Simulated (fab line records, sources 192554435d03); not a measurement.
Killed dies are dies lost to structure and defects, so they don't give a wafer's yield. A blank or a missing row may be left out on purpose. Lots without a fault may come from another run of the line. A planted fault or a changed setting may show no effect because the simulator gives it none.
A struck lot beside a sound one | flow n5_finfet | 39 steps out of a route of 1938
Sound: wafers L675.2, L675.4, L675.6. Struck: wafers L679.2, L679.3, L679.5. The cause comes at the end.
At each step with rows: each side's tool, then ch and its chambers, then its first start. Under that, the readings that differ: sound wafers | struck wafers | difference of the means | sigmas: that difference in standard deviations of wafers without a fault.
alike: readings whose means differ by less than 2 such deviations, and words and numbers that are the same on both sides. not compared: withheld readings, readings that some wafer has no value for, bounds like >300 that may hide the same value, and numbers for which the record gives no deviation and whose values overlap.
The two part at a step that has a row with sigmas, a row that says differs or no value, or rows on one side only. Numbers that don't overlap but have no deviation are shown without sigmas and don't part them. A reading that every wafer of one side lacks parts them only if that side has two wafers or more.

first, 9 steps without rows for these wafers: N5_BEOL_M4_ANNEAL_95 (time 240 s); N5_BEOL_M4_SPUTTER_96 (material Cu, target thk 4.5 nm, time 8.29 s); N5_BEOL_M4_ECD_50 (material Cu, target thk 300 nm); N5_BEOL_M4_ANNEAL_51 (time 90 s); N5_BEOL_M4_CMP_52 (polishes, stops on SiOC, t overpolish 6.8 s, target thk 40 nm); N5_BEOL_M4_PRE_CLEAN_60 (time 15 s); N5_BEOL_M4_CO_CAP_55 (material Co, precursor CCTBA/H2, target thk 2 nm, time 102.1 s); N5_BEOL_M4_PRE_CLEAN_56 (time 15 s); N5_BEOL_M4_DEP_57 (deposits SiCN from 3MS/NH3, target thk 8 nm, time 14 s).
N5_BEOL_M4_RC_MEAS_101:
  sound on prober-01 ch 0, day 7 17:30; struck on prober-02 ch 0, day 8 14:42
  reading       | sound          | struck         | difference | sigmas
  DIBL_P (mV/V) | 40.2 42.7 42.3 | 35.4 40.1 33.5 | -5.4       | -2
  alike: DIBL_N, IOFF_N, IOFF_P, ION_N, ION_P, SS_N, SS_P, VT_N, VT_P
then, 24 steps without rows for these wafers: N5_BEOL_M5_ILD_DEP_00 (deposits SiCOH lowk from DEMS/porogen, target thk 140.64 nm, time 25.9 s); N5_BEOL_M5_CURE_79 (cures SiCOH lowk, time 240 s); N5_BEOL_M5_PECVD_70 (deposits SiO2 from TEOS/O2, target thk 16 nm, time 18 s); N5_BEOL_M5_HM_DEP_02 (deposits TiN, target thk 20 nm); N5_BEOL_M5_COAT_59 (time 60 s, resist thk 60 nm); N5_BEOL_M5_COAT_60 (time 60 s, resist thk 12 nm); N5_BEOL_M5_COAT_71 (time 60 s, resist thk 5 nm); N5_BEOL_M5_COAT_05 (resist thk 30 nm); N5_BEOL_M5_EBR_07; N5_BEOL_M5_SOFTBAKE_06 (time 60 s); N5_BEOL_M5_EXPOSE_08 (exposes mask M5, target cd 28 nm); N5_BEOL_M5_PEB_09 (peb time 60 s); N5_BEOL_M5_DEVELOP_10 (develop time 30 s); N5_BEOL_M5_DESCUM_16 (chemistry O2, time 7 s); N5_BEOL_M5_ETCH_72 (etches underlayer in N2/H2, target depth 6.5 nm, time 5.2 s); N5_BEOL_M5_ETCH_61 (etches SiARC in CF4, target depth 15.6 nm, time 26 s); N5_BEOL_M5_ETCH_62 (etches SOC in N2/H2, target depth 75 nm, overetch 15 nm, time 112.5 s); N5_BEOL_M5_STRIP_63 (strips in N2/H2); N5_BEOL_M5_STRIP_73 (strips in N2/H2); N5_BEOL_M5_STRIP_64 (strips in CF4); N5_BEOL_M5_HM_OPEN_17 (chemistry Cl2/BCl3, target TiN, target depth 20 nm, overetch 6 nm); N5_BEOL_M5_STRIP_19 (strips in O2); N5_BEOL_M5_COAT_65 (time 60 s, resist thk 60 nm); N5_BEOL_M5_COAT_66 (time 60 s, resist thk 12 nm).
N5_BEOL_M6_HM_OPEN_17: chemistry Cl2/BCl3, target TiN, target depth 20 nm, overetch 6 nm.
  sound on rie_metal-01 ch 0,1, day 8 10:30; struck on rie_metal-01 ch 0,1, day 9 06:08
  reading                                  | sound             | struck           | difference | sigmas
  model.etch.depth_nm (nm)                 | 20.73 19.53 20.69 | 14.01 14.4 14.47 | -6.02      |
  model.SOC_of_BEOL_M6_COAT_59.thk_nm (nm) | 91.6 91.8 91.6    | 95.6 95.4 95.4   | +3.8       |
  alike: drypump_motor_current_A, oes_ar_750_au, oes_product_au, rf_fwd_power_W, throttle_valve_pct
  not compared: rf_hours_counter_h
N5_BEOL_M6_VIA_ETCH_34: etches SiCOH lowk in C4F6/O2, target depth 126.3 nm, time 50.9 s.
  sound on rie_diel-04 ch 0,2, day 8 14:21; struck on rie_diel-05 ch 1,2,3, day 9 07:07
  reading                         | sound          | struck         | difference | sigmas
  oes_product_au (a.u.)           | 0.95 0.68 0.95 | 0.30 0.37 0.34 | -0.52      | -6
  showerhead_plenum_p_Torr (Torr) | 2.79 2.91 2.79 | 3.01 2.92 2.99 | +0.14      | +2
  alike: drypump_motor_current_A, oes_ar_750_au, rf_fwd_power_W, rf_vpp_V, throttle_valve_pct
  not compared: rf_hours_counter_h
N5_BEOL_M6_OCD_MEAS_38:
  sound on ocd-02, day 8 14:35; struck on ocd-02, day 9 07:22
  reading              | sound          | struck | difference                    | sigmas
  trench_depth_nm (nm) | 96.8 92.1 97.0 | - - -  | no value on the struck wafers |
N5_BEOL_M6_CD_MEAS_35: target cd 40 nm, target cd y 28 nm.
  sound on cd_sem-01, day 8 14:46; struck on cd_sem-01, day 9 07:31
  reading    | sound          | struck | difference                    | sigmas
  cd_nm (nm) | 39.2 39.3 39.8 | - - -  | no value on the struck wafers |
-- the record jumps here: 4 days lie between the struck wafers' starts before and after (it left off in module BEOL_M6 and takes up again in module PASSIVATION, whose first step shown is number 1936 of the route) --
N5_PASSIVATION_PROBE_49:
  sound on prober-02, day 12 02:58; struck on prober-01, day 13 01:56
  reading                  | sound          | struck         | difference | sigmas
  defect_limited_yield (%) | 93.4 93.1 93.6 | 0 0 0          | -93        | -62
  killed_at_M4_up          | 15 12 15       | 1088 1078 1105 | +1076      | +99 or more
  killed_at_front_end      | 14 28 25       | 60 45 44       | +27        | +2
  killed_dies              | 78 82 75       | 1180 1180 1180 | +1102      | +61
  killed_on_rim            | 14 8 5         | 152 152 152    | +143       | +34
  sort_bin_5_function (%)  | 4.2 3.6 4.1    | 96.8 95.8 97.2 | +92.6      | +93
  sort_n_pass              | 1102 1098 1104 | 0 0 0          | -1101      | -61
  sort_yield_pct (%)       | 93.4 93.1 93.6 | 0 0 0          | -93        | -62
  alike: killed_at_M0_to_M3, killed_at_contacts, killed_at_other, killed_open, killed_short, sort_bin_4_leakage, sort_bin_6_memory

WHERE THEY PART
First at N5_BEOL_M4_RC_MEAS_101; last, within this record, at N5_PASSIVATION_PROBE_49.

WHY: what the simulator had put in
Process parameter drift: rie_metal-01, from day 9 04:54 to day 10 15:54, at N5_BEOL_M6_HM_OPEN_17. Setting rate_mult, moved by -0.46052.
